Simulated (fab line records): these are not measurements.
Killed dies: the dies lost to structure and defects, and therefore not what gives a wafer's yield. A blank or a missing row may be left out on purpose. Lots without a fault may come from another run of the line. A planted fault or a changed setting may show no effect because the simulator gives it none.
fab line records	flow n5Finfet
record lots=24	wafers=72	lastDay=18
route steps=1938 shown WELL_APT@44 PMOS_HMC_CHANNEL_EPI@87 FIN_SAQP@121 FIN_CUT@178
lots untouched by any fault: they come from a run of this same line in which no faults occurred
startH: start of the lot's first displayed wafer, in hours after the record's first day	waitH: time in hours since the lot's previous step	" as in the row above	L1.1+2: a single row standing in for several wafers	- no value, or no start was given	* or withheld: withheld	< > ~ a bound
route shown NAME@n: NAME is a module with steps in the file, n the number in the route of the first one	usual: the fault-free wafers' mean and standard deviation	same: alike in all rows	chamber/n: place in a boat	sites: readings site by site	_std_site: the values' standard deviation	_edge_site: mean of outer sites minus mean of inner sites	radiusMm: for every site, how far away it sits from the centre of the wafer	mask NAME#n: copy n	behind: the tool/chamber that last shaped the wafer	hold: what put the lot on hold/how long, in hours/how the hold closed	device: the transistor (n, p or np) that didn't switch	end of line: tests of these same wafers at the route's end	for a step that has no rows: nothing shown but its recipe	killed: the dies lost at the first sort to structure and to defects; this is not the yield of the wafer	map: a wafer's dies, marking killed ones x, the rest . and places with no die _
set.NAME: the setting the step ran with; set.NAME@STEP: the setting that earlier step ran with	model.NAME: the simulator's own value behind a step, which no gauge read
a sample of lots followed through the steps of the route, with each step as a table and each wafer as a row
services: when a tool's chamber went out of use (startH, in hours from the record's first day, below 0 if earlier), for how many hours, and the reason
## steps
# step N5_WELL_APT_OVL_MEAS_26
# recipe pointsPerWafer=44
# usual PWELL_OVL=4/4.6
lot.wafer	tool	chamber	startH	waitH	PWELL_OVL[nm]
L074.2	overlay-01	0	15.08	0.0	0
L074.3	"	0	"	"	3
L074.6	"	0	"	"	4
L075.1	overlay-02	0	20.87	0.0	-3
L075.3	"	0	"	"	-2
L075.5	"	0	"	"	11
L076.2	overlay-01	0	27.31	0.0	10
L076.3	"	0	"	"	12
L076.5	"	0	"	"	4
L077.3	overlay-02	0	32.83	0.0	8
L077.5	"	0	"	"	5
L077.6	"	0	"	"	10
L078.2	overlay-02	0	39.00	0.0	-1
L078.4	"	0	"	"	1
L078.6	"	0	"	"	-2
L079.2	overlay-02	0	44.96	0.0	2
L079.3	"	0	"	"	1
L079.6	"	0	"	"	3
L080.1	overlay-01	0	51.44	0.0	10
L080.3	"	0	"	"	0
L080.5	"	0	"	"	6
L081.1	overlay-01	0	56.96	0.0	-2
L081.3	"	0	"	"	0
L081.6	"	0	"	"	5
L082.2	overlay-02	0	62.83	0.0	-5
L082.3	"	0	"	"	0
L082.5	"	0	"	"	1
L083.3	overlay-01	0	68.91	0.0	7
L083.4	"	0	"	"	6
L083.5	"	0	"	"	9
L084.1	overlay-01	0	75.13	0.0	4
L084.2	"	0	"	"	-4
L084.4	"	0	"	"	-1
L085.2	overlay-01	0	80.74	0.0	5
L085.3	"	0	"	"	1
L085.5	"	0	"	"	-2
L086.1	overlay-02	0	87.04	0.0	1
L086.4	"	0	"	"	-1
L086.6	"	0	"	"	8
L087.1	overlay-02	0	93.54	0.0	-6
L087.4	"	0	"	"	7
L087.5	"	0	"	"	0
L088.2	overlay-02	0	99.27	0.0	5
L088.5	"	0	"	"	10
L088.6	"	0	"	"	2
L089.4	overlay-02	0	105.40	0.0	3
L089.5	"	0	"	"	8
L089.6	"	0	"	"	3
L090.1	overlay-02	0	111.22	0.0	15
L090.2	"	0	"	"	6
L090.6	"	0	"	"	10
L091.1	overlay-01	0	116.97	0.0	6
L091.3	"	0	"	"	-3
L091.5	"	0	"	"	8
L092.1	overlay-01	0	123.08	0.0	4
L092.2	"	0	"	"	8
L092.6	"	0	"	"	8
L093.1	overlay-02	0	128.97	0.0	8
L093.4	"	0	"	"	4
L093.5	"	0	"	"	8
L094.1	overlay-01	0	134.89	0.0	5
L094.5	"	0	"	"	7
L094.6	"	0	"	"	2
L095.1	overlay-02	0	141.06	0.0	3
L095.2	"	0	"	"	1
L095.4	"	0	"	"	2
L096.2	overlay-02	0	146.97	0.0	-4
L096.3	"	0	"	"	1
L096.5	"	0	"	"	3
L097.1	overlay-02	0	154.66	0.0	0
L097.3	"	0	"	"	3
L097.5	"	0	"	"	3
# step N5_PMOS_HMC_CHANNEL_EPI_EPI_26
# recipe material=Si	targetThkA=38	tempC=650	precursor=SiH4/H2	pressureTorr=20	timeS=22.7
# usual throttleValvePct=11.2/0.33
lot.wafer	tool	chamber	startH	waitH	throttleValvePct
L074.2	epiRpcvd-04	0	20.13	0.1	10.8
L074.3	"	0	"	"	10.8
L074.6	"	0	"	"	10.9
L075.1	epiRpcvd-02	0	25.59	0.0	11.5
L075.3	"	0	"	"	11.4
L075.5	"	0	"	"	11.4
L076.2	epiRpcvd-02	0	32.37	0.1	11.4
L076.3	"	0	"	"	11.5
L076.5	"	0	"	"	11.3
L077.3	epiRpcvd-04	0	38.17	0.1	10.8
L077.5	"	0	"	"	10.8
L077.6	"	0	"	"	10.7
L078.2	epiRpcvd-02	0	43.92	0.1	11.5
L078.4	"	0	"	"	11.4
L078.6	"	0	"	"	11.4
L079.2	epiRpcvd-01	0	50.96	0.1	11.9
L079.3	"	0	"	"	11.6
L079.6	"	0	"	"	12.0
L080.1	epiRpcvd-04	0	56.60	0.0	11.2
L080.3	"	0	"	"	10.5
L080.5	"	0	"	"	11.2
L081.1	epiRpcvd-02	0	61.79	0.0	11.5
L081.3	"	0	"	"	11.3
L081.6	"	0	"	"	11.4
L082.2	epiRpcvd-04	0	69.14	0.1	10.8
L082.3	"	0	"	"	11.0
L082.5	"	0	"	"	10.8
L083.3	epiRpcvd-02	0	75.21	0.3	11.4
L083.4	"	0	"	"	11.5
L083.5	"	0	"	"	11.1
L084.1	epiRpcvd-01	0	81.57	0.0	12.1
L084.2	"	0	"	"	11.9
L084.4	"	0	"	"	11.7
L085.2	epiRpcvd-02	0	86.43	0.1	11.1
L085.3	"	0	"	"	11.1
L085.5	"	0	"	"	11.3
L086.1	epiRpcvd-04	0	92.30	0.0	11.0
L086.4	"	0	"	"	10.9
L086.6	"	0	"	"	11.2
L087.1	epiRpcvd-04	0	98.53	0.0	10.7
L087.4	"	0	"	"	10.5
L087.5	"	0	"	"	11.1
L088.2	epiRpcvd-04	0	104.32	0.1	10.9
L088.5	"	0	"	"	10.9
L088.6	"	0	"	"	11.0
L089.4	epiRpcvd-04	0	111.10	0.2	10.7
L089.5	"	0	"	"	10.9
L089.6	"	0	"	"	10.8
L090.1	epiRpcvd-02	0	116.25	0.0	11.1
L090.2	"	0	"	"	11.3
L090.6	"	0	"	"	11.3
L091.1	epiRpcvd-02	0	121.93	0.0	11.2
L091.3	"	0	"	"	11.5
L091.5	"	0	"	"	11.5
L092.1	epiRpcvd-04	0	128.74	0.0	10.8
L092.2	"	0	"	"	11.0
L092.6	"	0	"	"	10.8
L093.1	epiRpcvd-02	0	134.03	0.0	11.3
L093.4	"	0	"	"	11.1
L093.5	"	0	"	"	11.5
L094.1	epiRpcvd-04	0	141.29	0.0	10.9
L094.5	"	0	"	"	11.0
L094.6	"	0	"	"	11.1
L095.1	epiRpcvd-02	0	146.12	0.0	11.7
L095.2	"	0	"	"	11.4
L095.4	"	0	"	"	11.4
L096.2	epiRpcvd-02	0	154.68	0.1	11.4
L096.3	"	0	"	"	11.8
L096.5	"	0	"	"	11.3
L097.1	epiRpcvd-02	0	160.24	0.0	11.2
L097.3	"	0	"	"	11.2
L097.5	"	0	"	"	11.2
# step N5_FIN_SAQP_STRIP_55
# recipe chemistry=N2/H2	powerW=500	tempC=40	pressureMtorr=50	rfFrequencyHz=6e+07	overashFraction=0.3	biasPowerW=28	h2Frac=0.5	n2FlowSccm=300	h2FlowSccm=300
# usual drypumpMotorCurrentA=5.9/0.43	oesProductAu=0.74/0.051	rfVppV=121.9/1.6	showerheadPlenumPTorr=3.37/0.1	throttleValvePct=18.90/0.25
lot.wafer	tool	chamber	startH	waitH	drypumpMotorCurrentA	oesProductAu	rfHoursCounterH	rfVppV	showerheadPlenumPTorr	throttleValvePct
L074.2	rieDiel-05	0	22.26	0.1	5.8	0.73	167	121.7	3.47	18.75
L074.3	"	3	"	"	6.5	0.74	149	121.5	3.51	19.48
L074.6	"	1	"	"	5.2	0.73	-	123.6	3.48	18.86
L075.1	rieDiel-05	3	28.05	0.1	6.5	0.74	151	122.0	3.51	19.45
L075.3	"	1	"	"	5.2	0.73	172	119.5	3.48	18.84
L075.5	"	0	"	"	5.8	0.75	-	121.8	3.47	18.70
L076.2	rieDiel-02	1	34.44	0.1	5.4	0.79	133	122.4	3.53	18.96
L076.3	"	2	"	"	5.8	0.73	196	121.0	3.31	19.28
L076.5	"	2	"	"	5.8	0.72	-	123.7	3.32	19.29
L077.3	rieDiel-02	0	40.11	0.1	6.4	0.77	105	122.5	3.12	18.75
L077.5	"	2	"	"	5.8	0.73	-	121.6	3.31	19.26
L077.6	"	1	"	"	5.4	0.78	-	122.3	3.52	18.95
L078.2	rieDiel-03	3	46.91	0.1	5.9	0.76	154	125.2	3.38	18.67
L078.4	"	0	"	"	6.3	0.70	197	121.9	3.33	18.88
L078.6	"	0	"	"	6.3	0.70	-	119.8	3.33	18.90
L079.2	rieDiel-03	2	52.96	0.1	5.5	0.71	199	123.4	3.31	18.99
L079.3	"	1	"	"	6.4	0.81	79	122.1	3.38	18.64
L079.6	"	3	"	"	6.0	0.76	-	122.6	3.38	18.69
L080.1	rieDiel-03	0	58.76	0.2	6.3	0.68	200	120.2	3.33	18.92
L080.3	"	1	"	"	6.3	0.80	80	121.6	3.38	18.64
L080.5	"	1	"	"	6.3	0.81	-	122.5	3.38	18.64
L081.1	rieDiel-03	2	64.36	0.1	5.5	0.70	203	121.8	3.31	18.99
L081.3	"	3	"	"	6.0	0.75	159	120.0	3.38	18.69
L081.6	"	2	"	"	5.5	0.70	-	119.9	3.31	18.96
L082.2	rieDiel-03	3	71.17	0.1	5.9	0.76	162	119.9	3.37	18.69
L082.3	"	1	"	"	6.4	0.81	84	120.1	3.38	18.62
L082.5	"	2	"	"	5.5	0.69	-	122.3	3.31	18.97
L083.3	rieDiel-05	1	77.72	0.1	5.2	0.71	187	120.3	3.47	18.87
L083.4	"	3	"	"	6.5	0.73	166	122.9	3.50	19.52
L083.5	"	2	"	"	5.5	0.69	-	125.0	3.30	18.70
L084.1	rieDiel-03	1	83.92	0.1	6.4	0.81	89	123.8	3.38	18.64
L084.2	"	0	"	"	6.3	0.69	208	121.2	3.33	18.93
L084.4	"	2	"	"	5.4	0.69	210	124.4	3.31	18.98
L085.2	rieDiel-05	0	88.90	0.1	5.8	0.72	189	123.6	3.46	18.75
L085.3	"	3	"	"	6.5	0.73	171	121.2	3.50	19.50
L085.5	"	1	"	"	5.1	0.72	-	121.7	3.47	18.87
L086.1	rieDiel-05	1	95.09	0.1	5.1	0.72	192	122.0	3.47	18.88
L086.4	"	0	"	"	5.8	0.72	191	123.8	3.46	18.76
L086.6	"	0	"	"	5.8	0.72	-	121.8	3.46	18.75
L087.1	rieDiel-02	1	102.80	0.1	5.4	0.75	156	120.2	3.51	19.01
L087.4	"	0	"	"	6.3	0.76	125	120.3	3.11	18.78
L087.5	"	3	"	"	6.0	0.90	-	122.4	3.27	18.64
L088.2	rieDiel-02	0	107.22	0.1	6.4	0.76	127	118.0	3.11	18.80
L088.5	"	1	"	"	5.4	0.75	-	123.4	3.51	18.99
L088.6	"	0	"	"	6.4	0.77	-	118.2	3.11	18.78
L089.4	rieDiel-05	3	114.34	0.1	6.5	0.72	-	125.6	3.49	19.49
L089.5	"	0	"	"	5.8	0.71	-	121.2	3.46	18.77
L089.6	"	1	"	"	5.1	0.71	-	122.4	3.46	18.90
L090.1	rieDiel-05	3	118.64	0.1	6.5	0.72	182	123.6	3.49	19.51
L090.2	"	1	"	"	5.2	0.70	201	121.5	3.46	18.88
L090.6	"	1	"	"	5.1	0.70	-	120.3	3.46	18.91
L091.1	rieDiel-03	2	124.63	0.1	5.5	0.68	222	124.1	3.30	19.01
L091.3	"	3	"	"	6.0	0.73	177	121.7	3.37	18.70
L091.5	"	0	"	"	6.3	0.67	-	118.5	3.32	18.94
L092.1	rieDiel-03	2	132.21	0.1	5.5	0.68	224	122.1	3.30	19.01
L092.2	"	1	"	"	6.4	0.79	102	122.8	3.37	18.67
L092.6	"	0	"	"	6.3	0.67	-	122.2	3.32	18.93
L093.1	rieDiel-03	3	136.93	0.1	5.9	0.73	180	122.1	3.36	18.73
L093.4	"	1	"	"	6.4	0.79	104	121.5	3.37	18.67
L093.5	"	2	"	"	5.5	0.68	-	122.6	3.30	18.97
L094.1	rieDiel-05	0	143.52	0.1	5.8	0.70	209	121.1	3.45	18.80
L094.5	"	3	"	"	6.5	0.71	-	126.6	3.49	19.53
L094.6	"	0	"	"	5.8	0.71	-	121.6	3.45	18.80
L095.1	rieDiel-03	1	148.91	0.1	6.4	0.78	109	123.2	3.37	18.69
L095.2	"	3	"	"	5.9	0.73	184	121.6	3.36	18.74
L095.4	"	2	"	"	5.5	0.68	230	119.8	3.30	19.02
L096.2	rieDiel-03	1	157.19	0.1	6.4	0.78	112	121.4	3.36	18.67
L096.3	"	3	"	"	5.9	0.74	187	120.8	3.36	18.74
L096.5	"	1	"	"	6.4	0.77	-	119.4	3.36	18.68
L097.1	rieDiel-02	0	162.65	0.1	6.4	0.75	140	123.1	3.10	18.82
L097.3	"	1	"	"	5.4	0.73	177	122.6	3.50	19.04
L097.5	"	1	"	"	5.4	0.73	-	121.2	3.50	19.03
# step N5_FIN_SAQP_MANDREL1_REMOVE_56
# recipe chemistry=HBr/Cl2/O2	btTimeS=10	target=a-Si	stopOn=SiNx	endpoint=OES-SiCl	overEtchFrac=1	icpW=600	biasW=22	HBr_flow_sccm=150	Cl2_flow_sccm=80	O2_flow_sccm=5	pressureMtorr=10
# usual HBr_flow_sccm=150.0/0.42	drypumpMotorCurrentA=5.45/0.26	mfcCl2Sccm=80.00/0.24	oesProductAu=0.990/0.018	throttleValvePct=36.69/0.29
# same overEtchFrac=1
lot.wafer	tool	chamber	startH	waitH	HBr_flow_sccm	drypumpMotorCurrentA	mfcCl2Sccm	oesProductAu	rfHoursCounterH	throttleValvePct
L074.2	rieSi-01	1	24.63	0.1	150.2	5.47	80.36	1.010	155	36.92
L074.3	"	3	"	"	149.4	5.38	79.59	0.978	95	36.38
L074.6	"	1	"	"	149.4	5.47	79.66	0.991	-	36.93
L075.1	rieSi-01	0	29.70	0.1	150.6	5.74	79.70	1.010	132	36.88
L075.3	"	2	"	"	150.2	5.78	80.27	1.027	146	36.51
L075.5	"	0	"	"	150.6	5.74	80.34	1.015	-	36.87
L076.2	rieSi-01	0	36.16	0.1	149.6	5.74	79.68	1.016	132	36.87
L076.3	"	3	"	"	150.7	5.41	79.95	0.965	95	36.38
L076.5	"	2	"	"	150.2	5.79	79.87	1.025	-	36.52
L077.3	rieSi-01	2	41.82	0.1	149.8	5.76	80.02	1.037	146	36.51
L077.5	"	0	"	"	149.8	5.73	79.77	1.020	-	36.86
L077.6	"	3	"	"	149.9	5.43	80.05	0.965	-	36.36
L078.2	rieSi-01	3	48.43	0.1	150.4	5.41	80.29	0.955	95	36.37
L078.4	"	2	"	"	149.8	5.72	80.05	1.013	146	36.51
L078.6	"	3	"	"	149.8	5.42	80.04	0.962	-	36.36
L079.2	rieSi-01	3	54.55	0.1	150.0	5.37	80.21	0.945	96	36.38
L079.3	"	0	"	"	150.8	5.73	80.49	1.012	133	36.84
L079.6	"	1	"	"	150.3	5.54	79.90	0.996	-	36.91
L080.1	rieSi-04	1	60.32	0.1	149.3	5.29	80.46	0.988	31	36.95
L080.3	"	2	"	"	150.0	5.29	80.21	0.998	136	36.63
L080.5	"	0	"	"	150.2	5.16	80.31	0.973	-	36.48
L081.1	rieSi-04	1	66.39	0.1	150.5	5.29	79.76	0.981	31	36.94
L081.3	"	3	"	"	150.3	5.53	80.19	1.009	76	36.97
L081.6	"	1	"	"	151.0	5.29	79.86	0.995	-	36.95
L082.2	rieSi-01	3	72.80	0.1	150.3	5.41	80.05	0.955	96	36.36
L082.3	"	0	"	"	149.9	5.76	79.90	1.017	133	36.86
L082.5	"	3	"	"	150.3	5.40	80.05	0.948	-	36.37
L083.3	rieSi-03	0	79.37	0.1	149.0	5.96	80.25	0.988	112	37.10
L083.4	"	1	"	"	149.3	5.19	79.95	1.001	33	36.50
L083.5	"	0	"	"	149.4	5.97	79.87	0.993	-	37.09
L084.1	rieSi-03	1	86.66	0.1	149.7	5.20	79.91	0.994	33	36.48
L084.2	"	3	"	"	150.7	5.10	80.05	0.966	175	36.82
L084.4	"	2	"	"	150.2	5.54	79.57	0.975	65	35.99
L085.2	rieSi-04	1	90.65	0.1	149.7	5.28	80.26	0.988	31	36.94
L085.3	"	2	"	"	150.0	5.30	79.61	0.977	137	36.61
L085.5	"	2	"	"	150.8	5.29	80.18	0.992	-	36.61
L086.1	rieSi-03	0	96.95	0.1	150.1	5.96	79.92	0.984	112	37.10
L086.4	"	2	"	"	151.1	5.55	80.13	0.986	65	35.98
L086.6	"	0	"	"	149.6	5.97	79.65	0.979	-	37.09
L087.1	rieSi-04	1	104.33	0.1	150.8	5.28	79.85	0.979	32	36.95
L087.4	"	0	"	"	150.0	5.17	80.10	0.977	67	36.48
L087.5	"	0	"	"	149.7	5.17	80.05	0.986	-	36.47
L088.2	rieSi-03	2	109.11	0.1	149.9	5.53	79.73	0.990	66	35.98
L088.5	"	3	"	"	149.8	5.12	80.20	0.977	-	36.84
L088.6	"	0	"	"	150.6	5.97	80.21	1.000	-	37.11
L089.4	rieSi-03	1	116.11	0.1	150.2	5.21	79.58	0.991	34	36.51
L089.5	"	1	"	"	150.1	5.15	79.81	0.984	-	36.49
L089.6	"	2	"	"	150.1	5.56	79.92	0.980	-	35.98
L090.1	rieSi-04	0	120.18	0.1	150.1	5.16	80.02	0.969	67	36.48
L090.2	"	3	"	"	150.1	5.51	79.80	0.996	77	36.96
L090.6	"	3	"	"	150.2	5.52	79.98	0.986	-	36.97
L091.1	rieSi-04	1	127.43	0.1	150.4	5.30	79.89	0.985	32	36.96
L091.3	"	3	"	"	149.3	5.51	80.44	0.988	77	36.97
L091.5	"	0	"	"	149.7	5.17	80.04	0.976	-	36.48
L092.1	rieSi-01	1	133.83	0.1	149.5	5.50	79.68	0.998	157	36.92
L092.2	"	3	"	"	149.9	5.40	79.94	0.957	97	36.37
L092.6	"	2	"	"	149.3	5.76	80.28	1.018	-	36.51
L093.1	rieSi-04	0	138.72	0.1	149.6	5.15	79.92	0.982	67	36.47
L093.4	"	2	"	"	150.3	5.29	80.33	0.978	138	36.62
L093.5	"	1	"	"	150.0	5.28	80.08	0.988	-	36.94
L094.1	rieSi-04	2	145.36	0.1	149.9	5.27	80.51	0.983	138	36.61
L094.5	"	3	"	"	149.9	5.53	80.10	0.997	-	36.97
L094.6	"	2	"	"	150.1	5.27	80.49	0.991	-	36.62
L095.1	rieSi-03	0	151.66	0.1	149.1	5.97	79.73	0.981	113	37.08
L095.2	"	2	"	"	149.8	5.49	80.03	0.991	66	35.97
L095.4	"	1	"	"	150.0	5.17	80.50	1.011	34	36.48
L096.2	rieSi-03	2	158.70	0.1	150.3	5.56	79.99	0.986	67	35.97
L096.3	"	3	"	"	150.2	5.10	79.73	0.975	176	36.84
L096.5	"	0	"	"	149.7	5.98	79.94	0.993	-	37.06
L097.1	rieSi-04	3	164.76	0.1	150.1	5.52	80.00	1.000	77	36.99
L097.3	"	2	"	"	150.3	5.28	79.90	0.985	138	36.62
L097.5	"	3	"	"	150.6	5.49	80.01	0.994	-	36.97
# step N5_FIN_SAQP_OCD_MEAS_76
# usual trenchDepthNm=119.7/1.6
lot.wafer	tool	chamber	startH	waitH	trenchDepthNm
L074.2	ocd-02	-	26.88	0.0	118.6
L074.3	"	-	"	"	118.5
L074.6	"	-	"	"	121.3
L075.1	ocd-01	-	31.91	0.0	119.3
L075.3	"	-	"	"	119.3
L075.5	"	-	"	"	121.2
L076.2	ocd-02	-	38.46	0.0	119.9
L076.3	"	-	"	"	118.8
L076.5	"	-	"	"	122.1
L077.3	ocd-01	-	44.27	0.0	119.8
L077.5	"	-	"	"	118.9
L077.6	"	-	"	"	120.4
L078.2	ocd-01	-	50.76	0.0	117.7
L078.4	"	-	"	"	118.5
L078.6	"	-	"	"	120.3
L079.2	ocd-01	-	56.95	0.0	118.1
L079.3	"	-	"	"	116.0
L079.6	"	-	"	"	117.0
L080.1	ocd-01	-	62.56	0.0	119.9
L080.3	"	-	"	"	120.9
L080.5	"	-	"	"	122.2
L081.1	ocd-02	-	68.78	0.0	122.6
L081.3	"	-	"	"	121.7
L081.6	"	-	"	"	119.7
L082.2	ocd-02	-	75.02	0.0	120.8
L082.3	"	-	"	"	121.3
L082.5	"	-	"	"	121.3
L083.3	ocd-01	-	81.99	0.0	122.8
L083.4	"	-	"	"	120.0
L083.5	"	-	"	"	123.5
L084.1	ocd-01	-	89.22	0.0	118.0
L084.2	"	-	"	"	120.2
L084.4	"	-	"	"	119.9
L085.2	ocd-02	-	93.62	0.0	118.9
L085.3	"	-	"	"	120.5
L085.5	"	-	"	"	118.9
L086.1	ocd-01	-	101.53	0.0	122.2
L086.4	"	-	"	"	119.5
L086.6	"	-	"	"	117.6
L087.1	ocd-02	-	108.95	0.0	119.9
L087.4	"	-	"	"	119.1
L087.5	"	-	"	"	117.9
L088.2	ocd-02	-	111.53	0.0	118.0
L088.5	"	-	"	"	117.9
L088.6	"	-	"	"	119.2
L089.4	ocd-02	-	119.16	0.0	119.2
L089.5	"	-	"	"	119.1
L089.6	"	-	"	"	118.1
L090.1	ocd-02	-	122.46	0.0	118.7
L090.2	"	-	"	"	118.0
L090.6	"	-	"	"	120.1
L091.1	ocd-02	-	130.14	0.0	119.4
L091.3	"	-	"	"	117.4
L091.5	"	-	"	"	119.1
L092.1	ocd-02	-	136.31	0.0	121.8
L092.2	"	-	"	"	118.6
L092.6	"	-	"	"	119.2
L093.1	ocd-02	-	141.16	0.0	118.9
L093.4	"	-	"	"	119.6
L093.5	"	-	"	"	117.7
L094.1	ocd-01	-	148.08	0.0	122.9
L094.5	"	-	"	"	122.8
L094.6	"	-	"	"	119.4
L095.1	ocd-01	-	153.93	0.0	121.3
L095.2	"	-	"	"	124.7
L095.4	"	-	"	"	118.6
L096.2	ocd-02	-	161.23	0.0	120.0
L096.3	"	-	"	"	122.6
L096.5	"	-	"	"	121.2
L097.1	ocd-02	-	167.29	0.0	119.5
L097.3	"	-	"	"	119.6
L097.5	"	-	"	"	120.9
# step N5_FIN_CUT_STRIP_22
# recipe chemistry=N2/H2	powerW=500	tempC=40	pressureMtorr=50	rfFrequencyHz=6e+07	overashFraction=0.3	biasPowerW=8	h2Frac=0.5	n2FlowSccm=300	h2FlowSccm=300
# usual drypumpMotorCurrentA=5.7/0.42	oesProductAu=0.77/0.062	rfVppV=54.0/2.1	showerheadPlenumPTorr=3.37/0.13	throttleValvePct=19.0/0.4
lot.wafer	tool	chamber	startH	waitH	drypumpMotorCurrentA	oesProductAu	rfHoursCounterH	rfVppV	showerheadPlenumPTorr	throttleValvePct
L074.2	rieDiel-01	3	28.43	0.0	5.9	0.71	195	53.7	3.34	19.0
L074.3	"	1	"	"	6.4	0.79	124	55.5	3.38	19.1
L074.6	"	0	"	"	6.2	0.72	-	53.4	3.20	19.2
L075.1	rieDiel-04	3	33.66	0.0	6.0	0.72	182	57.8	3.47	18.8
L075.3	"	0	"	"	5.4	0.79	126	54.2	3.49	18.7
L075.5	"	1	"	"	5.5	0.73	-	54.4	3.49	20.0
L076.2	rieDiel-01	3	39.84	0.0	6.0	0.72	198	55.8	3.34	19.0
L076.3	"	1	"	"	6.4	0.78	127	51.2	3.38	19.0
L076.5	"	1	"	"	6.4	0.78	-	54.4	3.38	19.0
L077.3	rieDiel-04	3	45.48	0.1	6.0	0.73	184	53.7	3.47	18.9
L077.5	"	0	"	"	5.3	0.79	-	49.5	3.49	18.7
L077.6	"	3	"	"	6.0	0.73	-	52.3	3.47	18.9
L078.2	rieDiel-04	2	52.26	0.0	5.9	0.92	16	53.3	3.41	18.4
L078.4	"	0	"	"	5.3	0.80	131	54.2	3.49	18.7
L078.6	"	0	"	"	5.4	0.80	-	58.6	3.49	18.7
L079.2	rieDiel-04	3	58.15	0.0	6.1	0.73	188	55.2	3.47	18.8
L079.3	"	0	"	"	5.3	0.79	131	52.9	3.49	18.8
L079.6	"	3	"	"	6.1	0.71	-	54.1	3.47	18.9
L080.1	rieDiel-06	1	64.03	0.1	5.6	0.80	89	53.3	3.16	19.0
L080.3	"	0	"	"	5.6	0.76	155	54.5	3.48	19.0
L080.5	"	3	"	"	6.2	0.75	-	49.4	3.32	18.9
L081.1	rieDiel-06	2	70.27	0.0	4.8	0.68	233	53.7	3.18	18.9
L081.3	"	3	"	"	6.2	0.74	195	51.9	3.32	18.9
L081.6	"	1	"	"	5.5	0.82	-	57.5	3.16	19.1
L082.2	rieDiel-04	2	76.45	0.1	5.9	0.91	23	54.6	3.41	18.4
L082.3	"	3	"	"	6.1	0.72	194	53.2	3.46	18.9
L082.5	"	0	"	"	5.4	0.79	-	50.6	3.48	18.7
L083.3	rieDiel-06	1	83.20	0.0	5.5	0.81	95	53.4	3.16	19.0
L083.4	"	0	"	"	5.7	0.75	160	53.2	3.48	19.1
L083.5	"	0	"	"	5.6	0.77	-	54.1	3.48	19.1
L084.1	rieDiel-04	3	90.76	0.0	6.1	0.71	198	51.1	3.46	18.9
L084.2	"	0	"	"	5.3	0.79	140	56.7	3.48	18.8
L084.4	"	2	"	"	5.9	0.89	27	52.7	3.40	18.4
L085.2	rieDiel-06	2	95.03	0.1	4.8	0.68	240	57.2	3.18	18.9
L085.3	"	3	"	"	6.2	0.73	201	57.4	3.32	18.9
L085.5	"	1	"	"	5.6	0.80	-	53.3	3.15	19.0
L086.1	rieDiel-01	1	102.98	0.1	6.4	0.76	145	58.3	3.37	19.0
L086.4	"	0	"	"	6.3	0.73	182	51.1	3.19	19.2
L086.6	"	3	"	"	6.0	0.70	-	51.4	3.33	19.0
L087.1	rieDiel-04	2	110.35	0.1	5.8	0.87	33	56.9	3.40	18.5
L087.4	"	3	"	"	6.0	0.70	204	52.6	3.46	18.9
L087.5	"	3	"	"	6.0	0.71	-	52.6	3.46	18.9
L088.2	rieDiel-06	3	112.99	0.2	6.1	0.73	206	57.2	3.32	18.9
L088.5	"	2	"	"	4.8	0.68	-	53.0	3.18	18.9
L088.6	"	1	"	"	5.6	0.79	-	54.5	3.15	19.1
L089.4	rieDiel-06	1	120.51	0.2	5.6	0.79	104	51.4	3.15	19.1
L089.5	"	2	"	"	4.8	0.66	-	51.5	3.18	18.9
L089.6	"	1	"	"	5.6	0.80	-	50.2	3.15	19.0
L090.1	rieDiel-06	2	123.93	0.0	4.8	0.68	248	56.0	3.18	18.9
L090.2	"	3	"	"	6.1	0.75	209	53.2	3.31	19.0
L090.6	"	2	"	"	4.8	0.68	-	53.4	3.18	18.9
L091.1	rieDiel-01	3	131.48	0.0	5.9	0.70	223	53.6	3.33	19.0
L091.3	"	2	"	"	5.1	0.80	133	55.3	3.49	18.8
L091.5	"	1	"	"	6.4	0.78	-	50.8	3.37	19.1
L092.1	rieDiel-06	0	137.53	0.0	5.6	0.76	175	54.4	3.47	19.1
L092.2	"	1	"	"	5.6	0.80	111	53.6	3.15	19.0
L092.6	"	1	"	"	5.6	0.83	-	53.6	3.15	19.0
L093.1	rieDiel-06	3	142.38	0.0	6.2	0.72	215	54.2	3.31	19.0
L093.4	"	1	"	"	5.5	0.82	-	55.3	3.15	19.0
L093.5	"	3	"	"	6.2	0.72	-	54.5	3.31	18.9
L094.1	rieDiel-04	2	151.47	0.1	5.9	0.87	46	52.5	3.39	18.5
L094.5	"	3	"	"	6.0	0.71	-	56.7	3.45	18.9
L094.6	"	2	"	"	5.9	0.87	-	52.8	3.39	18.5
L095.1	rieDiel-06	0	156.10	0.1	5.6	0.74	184	54.0	3.46	19.1
L095.2	"	3	"	"	6.2	0.72	223	56.3	3.31	18.9
L095.4	"	2	"	"	4.8	0.95	4	52.2	3.58	18.5
L096.2	rieDiel-04	0	163.40	0.1	5.3	0.75	164	54.2	3.47	18.8
L096.3	"	2	"	"	5.9	0.83	51	56.7	3.39	18.5
L096.5	"	2	"	"	5.9	0.87	-	54.1	3.39	18.4
L097.1	rieDiel-04	0	169.85	0.2	5.4	0.76	167	53.7	3.47	18.8
L097.3	"	2	"	"	5.9	0.87	54	50.0	3.39	18.4
L097.5	"	2	"	"	5.9	0.85	-	49.4	3.39	18.5
## services
tool	chamber	startH	hours	kind
rieDiel-03	2	0.31	16.8	repair
rieDiel-05	1	1.08	6.8	repair
rieDiel-06	3	2.62	7.5	repair
rieSi-03	3	5.43	5.1	repair
rieDiel-04	-	8.39	0.6	repair
epiRpcvd-01	-	24.42	8.1	pm
rieSi-04	-	26.09	28.1	pm
rieDiel-02	-	35.71	0.4	repair
rieDiel-04	0	62.99	3.1	repair
rieSi-01	2	64.85	0.9	repair
epiRpcvd-04	-	77.19	2.1	repair
epiRpcvd-04	-	82.86	1.3	repair
rieDiel-01	0	107.52	8.7	repair
rieDiel-05	2	109.16	-	clean
rieDiel-06	2	130.38	-	clean
rieDiel-06	2	130.38	-	consumableReplace:focusRing
rieDiel-06	2	130.38	-	consumableReplace:showerhead
rieDiel-06	2	130.38	17.2	scheduledDown
rieDiel-06	2	130.38	17.2	ventCycle
epiRpcvd-01	-	133.35	4.3	pm
rieDiel-05	1	141.45	1.7	repair
rieDiel-01	-	142.97	28.1	pm
rieDiel-06	-	151.78	0.2	repair
epiRpcvd-01	-	154.17	1.0	repair
## key
fault none
